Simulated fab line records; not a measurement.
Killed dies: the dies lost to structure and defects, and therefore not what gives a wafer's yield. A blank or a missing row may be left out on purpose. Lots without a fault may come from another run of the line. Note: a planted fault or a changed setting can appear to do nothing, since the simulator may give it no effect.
Which tool did it? + flow nand-harc + Sampling: 24 lots, 72 wafers, 6 of 1302 route steps

== WHAT THE GAUGES SHOWED, per wafer ==
The record holds no reading of a measuring or inspecting step that can be judged against a usual standard deviation.

== WHAT TOOL EACH LOT RAN ON (gives the tool, then ch and the chambers of the sampled wafers, and finally the start) ==
| lot  | NHARC_A_STAIRCASE_ETCH_199                    | NHARC_A_STAIRCASE_ETCH_201                    | NHARC_A_STAIRCASE_ETCH_221                    | NHARC_A_STAIRCASE_ETCH_225                    | NHARC_A_STAIRCASE_TRIM_231                    | NHARC_A_STAIRCASE_DEP_280       |
|------|-----------------------------------------------|-----------------------------------------------|-----------------------------------------------|-----------------------------------------------|-----------------------------------------------|---------------------------------|
| L074 | rie-diel-13 ch 0,1,2, day 16 17:55 or earlier | rie-diel-13 ch 1,2, day 16 17:55 or earlier   | rie-diel-13 ch 1,2, day 16 17:55 or earlier   | rie-diel-13 ch 0,1,3, day 16 17:55 or earlier | rie-diel-13 ch 1,2, day 16 17:55 or earlier   | pecvd-02 ch 0,1,2, day 16 17:55 |
| L075 | rie-diel-13 ch 0,1,2, day 17 07:41 or earlier | rie-diel-13 ch 1,2,3, day 17 07:41 or earlier | rie-diel-13 ch 0,2,3, day 17 07:41 or earlier | rie-diel-13 ch 0,2,3, day 17 07:41 or earlier | rie-diel-06 ch 0,2, day 17 07:41 or earlier   | pecvd-01 ch 0,1,2, day 17 07:41 |
| L076 | rie-diel-13 ch 0,1,2, day 17 09:31 or earlier | rie-diel-13 ch 1,2,3, day 17 09:31 or earlier | rie-diel-13 ch 0,1,3, day 17 09:31 or earlier | rie-diel-13 ch 1,2,3, day 17 09:31 or earlier | rie-diel-01 ch 0,2,3, day 17 09:31 or earlier | pecvd-04 ch 0,1, day 17 09:31   |
| L077 | rie-diel-06 ch 0,1,2, day 17 20:19 or earlier | rie-diel-06 ch 1,2, day 17 20:19 or earlier   | rie-diel-01 ch 1,3, day 17 20:19 or earlier   | rie-diel-01 ch 1,2,3, day 17 20:19 or earlier | rie-diel-01 ch 0,2,3, day 17 20:19 or earlier | pecvd-02 ch 0,2, day 17 20:19   |
| L078 | rie-diel-13 ch 0,1,2, day 18 04:37 or earlier | rie-diel-13 ch 0,2,3, day 18 04:37 or earlier | rie-diel-01 ch 1,2,3, day 18 04:37 or earlier | rie-diel-01 ch 1,2,3, day 18 04:37 or earlier | rie-diel-06 ch 0,1,3, day 18 04:37 or earlier | pecvd-04 ch 0,2, day 18 04:37   |
| L080 | rie-diel-13 ch 0,3, day 18 22:36 or earlier   | rie-diel-13 ch 1,2, day 18 22:36 or earlier   | rie-diel-06 ch 2,3, day 18 22:36 or earlier   | rie-diel-06 ch 1,2, day 18 22:36 or earlier   | rie-diel-06 ch 0,3, day 18 22:36 or earlier   | pecvd-01 ch 0,2, day 18 22:36   |
| L079 | rie-diel-06 ch 1,2,3, day 18 23:00 or earlier | rie-diel-06 ch 0,1,3, day 18 23:00 or earlier | rie-diel-01 ch 0,2,3, day 18 23:00 or earlier | rie-diel-01 ch 0,1,2, day 18 23:00 or earlier | rie-diel-01 ch 0,1,2, day 18 23:00 or earlier | pecvd-04 ch 0,1,2, day 18 23:00 |
| L081 | rie-diel-13 ch 0,1,2, day 19 22:37 or earlier | rie-diel-13 ch 1,2,3, day 19 22:37 or earlier | rie-diel-01 ch 0,1,2, day 19 22:37 or earlier | rie-diel-01 ch 0,2,3, day 19 22:37 or earlier | rie-diel-13 ch 1,2, day 19 22:37 or earlier   | pecvd-02 ch 0,1,2, day 19 22:37 |
| L083 | rie-diel-01 ch 0,1, day 20 16:11 or earlier   | rie-diel-01 ch 1,3, day 20 16:11 or earlier   | rie-diel-06 ch 0,1,3, day 20 16:11 or earlier | rie-diel-06 ch 0,1, day 20 16:11 or earlier   | rie-diel-01 ch 1,2, day 20 16:11 or earlier   | pecvd-04 ch 0,2, day 20 16:11   |
| L082 | rie-diel-06 ch 0,3, day 20 20:11 or earlier   | rie-diel-06 ch 0,1,2, day 20 20:11 or earlier | rie-diel-06 ch 0,3, day 20 20:11 or earlier   | rie-diel-06 ch 0,2, day 20 20:11 or earlier   | rie-diel-13 ch 1,2,3, day 20 20:11 or earlier | pecvd-01 ch 1,2, day 20 20:11   |
| L084 | rie-diel-13 ch 0,1,3, day 21 07:07 or earlier | rie-diel-13 ch 1,2,3, day 21 07:07 or earlier | rie-diel-06 ch 0,3, day 21 07:07 or earlier   | rie-diel-06 ch 1,2, day 21 07:07 or earlier   | rie-diel-06 ch 1,2,3, day 21 07:07 or earlier | pecvd-04 ch 0,1,2, day 21 07:07 |
| L086 | rie-diel-13 ch 0,1,2, day 21 10:49 or earlier | rie-diel-13 ch 1,2, day 21 10:49 or earlier   | rie-diel-06 ch 1,2, day 21 10:49 or earlier   | rie-diel-06 ch 1,2,3, day 21 10:49 or earlier | rie-diel-06 ch 1,2, day 21 10:49 or earlier   | pecvd-02 ch 0,1, day 21 10:49   |
| L085 | rie-diel-01 ch 0,2,3, day 21 15:10 or earlier | rie-diel-01 ch 0,2,3, day 21 15:10 or earlier | rie-diel-06 ch 1,2,3, day 21 15:10 or earlier | rie-diel-06 ch 1,3, day 21 15:10 or earlier   | rie-diel-06 ch 0,2,3, day 21 15:10 or earlier | pecvd-02 ch 0,1, day 21 15:10   |
| L087 | rie-diel-01 ch 0,2,3, day 21 18:11 or earlier | rie-diel-01 ch 0,2, day 21 18:11 or earlier   | rie-diel-13 ch 0,3, day 21 18:11 or earlier   | rie-diel-13 ch 0,1,3, day 21 18:11 or earlier | rie-diel-13 ch 1,2, day 21 18:11 or earlier   | pecvd-04 ch 0,1,2, day 21 18:11 |
| L088 | rie-diel-13 ch 1,2,3, day 22 17:45 or earlier | rie-diel-13 ch 0,3, day 22 17:45 or earlier   | rie-diel-06 ch 0,1,2, day 22 17:45 or earlier | rie-diel-06 ch 1,2,3, day 22 17:45 or earlier | rie-diel-06 ch 1,2,3, day 22 17:45 or earlier | pecvd-02 ch 0,1, day 22 17:45   |
| L089 | rie-diel-06 ch 0,1,3, day 22 18:08 or earlier | rie-diel-06 ch 0,2,3, day 22 18:08 or earlier | rie-diel-13 ch 0,1,2, day 22 18:08 or earlier | rie-diel-13 ch 0,1,3, day 22 18:08 or earlier | rie-diel-13 ch 0,1, day 22 18:08 or earlier   | pecvd-04 ch 0,2, day 22 18:08   |
| L090 | rie-diel-06 ch 0,2, day 23 07:42 or earlier   | rie-diel-06 ch 1,3, day 23 07:42 or earlier   | rie-diel-01 ch 1,2,3, day 23 07:42 or earlier | rie-diel-01 ch 1,2, day 23 07:42 or earlier   | rie-diel-01 ch 0,1,2, day 23 07:42 or earlier | pecvd-04 ch 0,1,2, day 23 07:42 |
| L093 | rie-diel-13 ch 0,1,3, day 24 02:25 or earlier | rie-diel-13 ch 0,1,3, day 24 02:25 or earlier | rie-diel-13 ch 0,1,3, day 24 02:25 or earlier | rie-diel-13 ch 1,2, day 24 02:25 or earlier   | rie-diel-13 ch 2,3, day 24 02:25 or earlier   | pecvd-02 ch 0,1, day 24 02:25   |
| L091 | rie-diel-01 ch 2,3, day 24 02:09 or earlier   | rie-diel-01 ch 0,2,3, day 24 02:09 or earlier | rie-diel-01 ch 0,2,3, day 24 02:09 or earlier | rie-diel-01 ch 0,1,2, day 24 02:09 or earlier | rie-diel-01 ch 1,3, day 24 02:09 or earlier   | pecvd-04 ch 1,2, day 24 02:09   |
| L092 | rie-diel-13 ch 0,3, day 24 03:41 or earlier   | rie-diel-13 ch 0,1,2, day 24 03:41 or earlier | rie-diel-01 ch 2,3, day 24 03:41 or earlier   | rie-diel-01 ch 0,1, day 24 03:41 or earlier   | rie-diel-01 ch 0,1,2, day 24 03:41 or earlier | pecvd-02 ch 0,2, day 24 03:41   |
| L094 | rie-diel-13 ch 2,3, day 24 21:01 or earlier   | rie-diel-13 ch 0,1,2, day 24 21:01 or earlier | rie-diel-01 ch 0,2,3, day 24 21:01 or earlier | rie-diel-01 ch 1,3, day 24 21:01 or earlier   | rie-diel-13 ch 0,1, day 24 21:01 or earlier   | pecvd-02 ch 1,2, day 24 21:01   |
| L096 | rie-diel-06 ch 0,2,3, day 25 15:20 or earlier | rie-diel-06 ch 0,2,3, day 25 15:20 or earlier | rie-diel-06 ch 0,1,3, day 25 15:20 or earlier | rie-diel-06 ch 0,2,3, day 25 15:20 or earlier | rie-diel-01 ch 1,2,3, day 25 15:20 or earlier | pecvd-01 ch 1,2, day 25 15:20   |
| L095 | rie-diel-13 ch 0,1,2, day 25 17:11 or earlier | rie-diel-13 ch 0,1,2, day 25 17:11 or earlier | rie-diel-06 ch 1,2, day 25 17:11 or earlier   | rie-diel-06 ch 0,1,2, day 25 17:11 or earlier | rie-diel-06 ch 0,1,3, day 25 17:11 or earlier | pecvd-01 ch 1,2, day 25 17:11   |
| L097 | rie-diel-13 ch 0,1,3, day 26 01:55 or earlier | rie-diel-13 ch 1,2,3, day 26 01:55 or earlier | rie-diel-13 ch 1,3, day 26 01:55 or earlier   | rie-diel-13 ch 1,2, day 26 01:55 or earlier   | rie-diel-13 ch 1,2, day 26 01:55 or earlier   | pecvd-04 ch 0,1,2, day 26 01:55 |
- NHARC_A_STAIRCASE_ETCH_199: etches the open film in C4F8/O2, target depth 100 nm, time 40.5 s.
- NHARC_A_STAIRCASE_ETCH_201: etches the open film in C4F8/O2, target depth 100 nm, time 40.5 s.
- NHARC_A_STAIRCASE_ETCH_221: etches the open film in C4F8/O2, target depth 100 nm, time 40.5 s.
- NHARC_A_STAIRCASE_ETCH_225: etches the open film in C4F8/O2, target depth 100 nm, time 40.5 s.
- NHARC_A_STAIRCASE_TRIM_231: chemistry O2, time 211.2 s.
- NHARC_A_STAIRCASE_DEP_280: deposits SiON, target thk 30 nm.

== WHAT THE TOOLS THEMSELVES READ (means of the sampled wafers that have a number; where no wafer has one, the mark that the record gives instead) ==
NHARC_A_STAIRCASE_ETCH_199. Usual: oes-product-au 0.944 a.u., standard deviation 0.013; rf-vpp-V 898 V, standard deviation 4.6.
| lot  | tool        | oes-product-au (a.u.) | rf-vpp-V (V) | flag |
|------|-------------|-----------------------|--------------|------|
| L074 | rie-diel-13 | 0.953                 | 900          |      |
| L075 | rie-diel-13 | 0.938                 | 900          |      |
| L076 | rie-diel-13 | 0.934                 | 901          |      |
| L077 | rie-diel-06 | 0.935                 | 892          |      |
| L078 | rie-diel-13 | 0.960                 | 899          |      |
| L080 | rie-diel-13 | 0.945                 | 897          |      |
| L079 | rie-diel-06 | 0.936                 | 893          |      |
| L081 | rie-diel-13 | 0.966                 | 900          |      |
| L083 | rie-diel-01 | 0.932                 | 900          |      |
| L082 | rie-diel-06 | 0.952                 | 892          |      |
| L084 | rie-diel-13 | 0.941                 | 900          |      |
| L086 | rie-diel-13 | 0.949                 | 900          |      |
| L085 | rie-diel-01 | 0.926                 | 900          |      |
| L087 | rie-diel-01 | 0.939                 | 901          |      |
| L088 | rie-diel-13 | 0.952                 | 898          |      |
| L089 | rie-diel-06 | 0.942                 | 897          |      |
| L090 | rie-diel-06 | 0.949                 | 892          |      |
| L093 | rie-diel-13 | 0.936                 | 899          |      |
| L091 | rie-diel-01 | 0.957                 | 896          |      |
| L092 | rie-diel-13 | 0.937                 | 897          |      |
| L094 | rie-diel-13 | 0.944                 | 897          |      |
| L096 | rie-diel-06 | 0.934                 | 894          |      |
| L095 | rie-diel-13 | 0.947                 | 898          |      |
| L097 | rie-diel-13 | 0.970                 | 898          |      |

NHARC_A_STAIRCASE_ETCH_201. Usual: oes-product-au 0.944 a.u., standard deviation 0.012; rf-vpp-V 898 V, standard deviation 4.7.
| lot  | tool        | oes-product-au (a.u.) | rf-vpp-V (V) | flag |
|------|-------------|-----------------------|--------------|------|
| L074 | rie-diel-13 | 0.946                 | 900          |      |
| L075 | rie-diel-13 | 0.941                 | 899          |      |
| L076 | rie-diel-13 | 0.944                 | 899          |      |
| L077 | rie-diel-06 | 0.935                 | 890          |      |
| L078 | rie-diel-13 | 0.949                 | 898          |      |
| L080 | rie-diel-13 | 0.943                 | 902          |      |
| L079 | rie-diel-06 | 0.945                 | 891          |      |
| L081 | rie-diel-13 | 0.952                 | 898          |      |
| L083 | rie-diel-01 | 0.933                 | 898          |      |
| L082 | rie-diel-06 | 0.943                 | 891          |      |
| L084 | rie-diel-13 | 0.956                 | 898          |      |
| L086 | rie-diel-13 | 0.951                 | 899          |      |
| L085 | rie-diel-01 | 0.927                 | 901          |      |
| L087 | rie-diel-01 | 0.945                 | 897          |      |
| L088 | rie-diel-13 | 0.942                 | 897          |      |
| L089 | rie-diel-06 | 0.947                 | 893          |      |
| L090 | rie-diel-06 | 0.943                 | 903          |      |
| L093 | rie-diel-13 | 0.952                 | 899          |      |
| L091 | rie-diel-01 | 0.930                 | 900          |      |
| L092 | rie-diel-13 | 0.940                 | 898          |      |
| L094 | rie-diel-13 | 0.944                 | 898          |      |
| L096 | rie-diel-06 | 0.944                 | 893          |      |
| L095 | rie-diel-13 | 0.938                 | 898          |      |
| L097 | rie-diel-13 | 0.953                 | 898          |      |

NHARC_A_STAIRCASE_ETCH_221. Usual: oes-product-au 0.932 a.u., standard deviation 0.013; rf-vpp-V 897 V, standard deviation 4.7.
| lot  | tool        | oes-product-au (a.u.) | rf-vpp-V (V) | flag |
|------|-------------|-----------------------|--------------|------|
| L074 | rie-diel-13 | 0.931                 | 901          |      |
| L075 | rie-diel-13 | 0.926                 | 897          |      |
| L076 | rie-diel-13 | 0.926                 | 900          |      |
| L077 | rie-diel-01 | 0.926                 | 899          |      |
| L078 | rie-diel-01 | 0.922                 | 898          |      |
| L080 | rie-diel-06 | 0.915                 | 896          |      |
| L079 | rie-diel-01 | 0.917                 | 900          |      |
| L081 | rie-diel-01 | 0.941                 | 899          |      |
| L083 | rie-diel-06 | 0.944                 | 892          |      |
| L082 | rie-diel-06 | 0.931                 | 894          |      |
| L084 | rie-diel-06 | 0.928                 | 894          |      |
| L086 | rie-diel-06 | 0.930                 | 890          |      |
| L085 | rie-diel-06 | 0.950                 | 893          |      |
| L087 | rie-diel-13 | 0.946                 | 898          |      |
| L088 | rie-diel-06 | 0.954                 | 898          |      |
| L089 | rie-diel-13 | 0.943                 | 899          |      |
| L090 | rie-diel-01 | 0.929                 | 898          |      |
| L093 | rie-diel-13 | 0.937                 | 898          |      |
| L091 | rie-diel-01 | 0.932                 | 901          |      |
| L092 | rie-diel-01 | 0.921                 | 896          |      |
| L094 | rie-diel-01 | 0.926                 | 899          |      |
| L096 | rie-diel-06 | 0.930                 | 897          |      |
| L095 | rie-diel-06 | 0.918                 | 900          |      |
| L097 | rie-diel-13 | 0.931                 | 901          |      |

NHARC_A_STAIRCASE_ETCH_225. Usual: oes-product-au 0.938 a.u., standard deviation 0.012; rf-vpp-V 897 V, standard deviation 5.2.
| lot  | tool        | oes-product-au (a.u.) | rf-vpp-V (V) | flag |
|------|-------------|-----------------------|--------------|------|
| L074 | rie-diel-13 | 0.939                 | 899          |      |
| L075 | rie-diel-13 | 0.926                 | 897          |      |
| L076 | rie-diel-13 | 0.948                 | 900          |      |
| L077 | rie-diel-01 | 0.931                 | 898          |      |
| L078 | rie-diel-01 | 0.918                 | 898          |      |
| L080 | rie-diel-06 | 0.934                 | 893          |      |
| L079 | rie-diel-01 | 0.940                 | 899          |      |
| L081 | rie-diel-01 | 0.920                 | 900          |      |
| L083 | rie-diel-06 | 0.935                 | 888          |      |
| L082 | rie-diel-06 | 0.943                 | 894          |      |
| L084 | rie-diel-06 | 0.931                 | 889          |      |
| L086 | rie-diel-06 | 0.936                 | 893          |      |
| L085 | rie-diel-06 | 0.950                 | 892          |      |
| L087 | rie-diel-13 | 0.950                 | 899          |      |
| L088 | rie-diel-06 | 0.949                 | 899          |      |
| L089 | rie-diel-13 | 0.943                 | 898          |      |
| L090 | rie-diel-01 | 0.940                 | 894          |      |
| L093 | rie-diel-13 | 0.939                 | 901          |      |
| L091 | rie-diel-01 | 0.934                 | 897          |      |
| L092 | rie-diel-01 | 0.926                 | 901          |      |
| L094 | rie-diel-01 | 0.937                 | 901          |      |
| L096 | rie-diel-06 | 0.931                 | 893          |      |
| L095 | rie-diel-06 | 0.936                 | 897          |      |
| L097 | rie-diel-13 | 0.946                 | 898          |      |

NHARC_A_STAIRCASE_TRIM_231. Usual: drypump-motor-current-A 5.7 A, standard deviation 0.34; mfc-ar-sccm 0.013 sccm, standard deviation 0.015; o2-flow-sccm 499.9 sccm, standard deviation 1.5; oes-product-au 0.998 a.u., standard deviation 0.01; rf-vpp-V 57.9 V, standard deviation 0.96; showerhead-plenum-p-Torr 3.56 Torr, standard deviation 0.13; throttle-valve-pct 17.037 %, standard deviation 0.0091.
| lot  | tool        | drypump-motor-current-A (A) | mfc-ar-sccm (sccm) | o2-flow-sccm (sccm) | oes-product-au (a.u.) | rf-vpp-V (V) | showerhead-plenum-p-Torr (Torr) | throttle-valve-pct (%) | flag |
|------|-------------|-----------------------------|--------------------|---------------------|-----------------------|--------------|---------------------------------|------------------------|------|
| L074 | rie-diel-13 | 5.7                         | 0.037              | 499.2               | 1.005                 | 58.1         | 3.63                            | 17.039                 |      |
| L075 | rie-diel-06 | 5.6                         | 0.029              | 500.4               | 0.990                 | 57.9         | 3.45                            | 17.031                 |      |
| L076 | rie-diel-01 | 5.7                         | 0.001              | 501.3               | 0.998                 | 58.6         | 3.67                            | 17.038                 |      |
| L077 | rie-diel-01 | 5.7                         | 0.001              | 499.3               | 0.995                 | 58.4         | 3.67                            | 17.040                 |      |
| L078 | rie-diel-06 | 5.4                         | 0.015              | 498.2               | 1.002                 | 57.8         | 3.40                            | 17.030                 |      |
| L080 | rie-diel-06 | 5.2                         | 0.028              | 501.0               | 1.004                 | 57.6         | 3.44                            | 17.040                 |      |
| L079 | rie-diel-01 | 5.6                         | 0.003              | 500.0               | 0.987                 | 56.9         | 3.61                            | 17.034                 |      |
| L081 | rie-diel-13 | 5.8                         | 0.032              | 500.4               | 1.002                 | 58.4         | 3.67                            | 17.037                 |      |
| L083 | rie-diel-01 | 5.7                         | 0.003              | 499.8               | 0.989                 | 57.9         | 3.50                            | 17.039                 |      |
| L082 | rie-diel-13 | 5.8                         | 0.028              | 501.7               | 1.004                 | 58.1         | 3.61                            | 17.032                 |      |
| L084 | rie-diel-06 | 5.7                         | 0.004              | 499.1               | 0.998                 | 57.4         | 3.44                            | 17.032                 |      |
| L086 | rie-diel-06 | 5.8                         | 0.003              | 501.1               | 0.993                 | 56.7         | 3.36                            | 17.045                 |      |
| L085 | rie-diel-06 | 5.6                         | 0.017              | 498.9               | 1.009                 | 57.0         | 3.48                            | 17.048                 |      |
| L087 | rie-diel-13 | 5.8                         | 0.032              | 499.6               | 1.006                 | 58.3         | 3.66                            | 17.036                 |      |
| L088 | rie-diel-06 | 5.7                         | 0.004              | 497.7               | 0.990                 | 57.7         | 3.61                            | 17.033                 |      |
| L089 | rie-diel-13 | 5.7                         | 0.019              | 498.7               | 1.000                 | 58.0         | 3.67                            | 17.031                 |      |
| L090 | rie-diel-01 | 5.6                         | 0.003              | 500.7               | 1.000                 | 57.8         | 3.59                            | 17.033                 |      |
| L093 | rie-diel-13 | 5.6                         | 0.033              | 499.7               | 1.015                 | 57.1         | 3.53                            | 17.039                 |      |
| L091 | rie-diel-01 | 6.1                         | 0.004              | 501.4               | 0.994                 | 58.4         | 3.65                            | 17.040                 |      |
| L092 | rie-diel-01 | 5.6                         | 0.003              | 500.0               | 1.000                 | 57.5         | 3.58                            | 17.040                 |      |
| L094 | rie-diel-13 | 5.5                         | 0.009              | 498.9               | 0.999                 | 58.9         | 3.62                            | 17.038                 |      |
| L096 | rie-diel-01 | 5.9                         | 0.004              | 501.3               | 0.988                 | 58.5         | 3.57                            | 17.039                 |      |
| L095 | rie-diel-06 | 5.4                         | 0.015              | 500.0               | 0.998                 | 57.2         | 3.55                            | 17.042                 |      |
| L097 | rie-diel-13 | 5.6                         | 0.037              | 500.0               | 1.008                 | 57.8         | 3.58                            | 17.047                 |      |

NHARC_A_STAIRCASE_DEP_280. Usual: heater-power-w 741 W, standard deviation 93.
| lot  | tool     | heater-power-w (W) | flag |
|------|----------|--------------------|------|
| L074 | pecvd-02 | 861                |      |
| L075 | pecvd-01 | 662                |      |
| L076 | pecvd-04 | 663                |      |
| L077 | pecvd-02 | 902                |      |
| L078 | pecvd-04 | 670                |      |
| L080 | pecvd-01 | 600                |      |
| L079 | pecvd-04 | 728                |      |
| L081 | pecvd-02 | 812                |      |
| L083 | pecvd-04 | 755                |      |
| L082 | pecvd-01 | 626                |      |
| L084 | pecvd-04 | 735                |      |
| L086 | pecvd-02 | 723                |      |
| L085 | pecvd-02 | 752                |      |
| L087 | pecvd-04 | 732                |      |
| L088 | pecvd-02 | 811                |      |
| L089 | pecvd-04 | 729                |      |
| L090 | pecvd-04 | 697                |      |
| L093 | pecvd-02 | 804                |      |
| L091 | pecvd-04 | 767                |      |
| L092 | pecvd-02 | 788                |      |
| L094 | pecvd-02 | 831                |      |
| L096 | pecvd-01 | 650                |      |
| L095 | pecvd-01 | 606                |      |
| L097 | pecvd-04 | 718                |      |

== THE ANSWER, worked out from the rows above alone ==
Rule: a lot counts as off when the mean over its wafers that have a number is more than 3 standard deviations away from the usual mean. A lot without any number at a reading at which 4 lots or more have one is off too. Where the step has rows for the other lots, those lots are counted as sound. Order of review: gauges by route order, followed by the tools' own readings, for which a lot's mean as printed above is used. At the first step where some lot is off, the reading lying furthest off is the one used; lots without a number count as furthest.
Across all readings shown, no lot is off: no conclusion can be drawn from this.

== WHAT THE SIMULATOR HAD PUT IN ==
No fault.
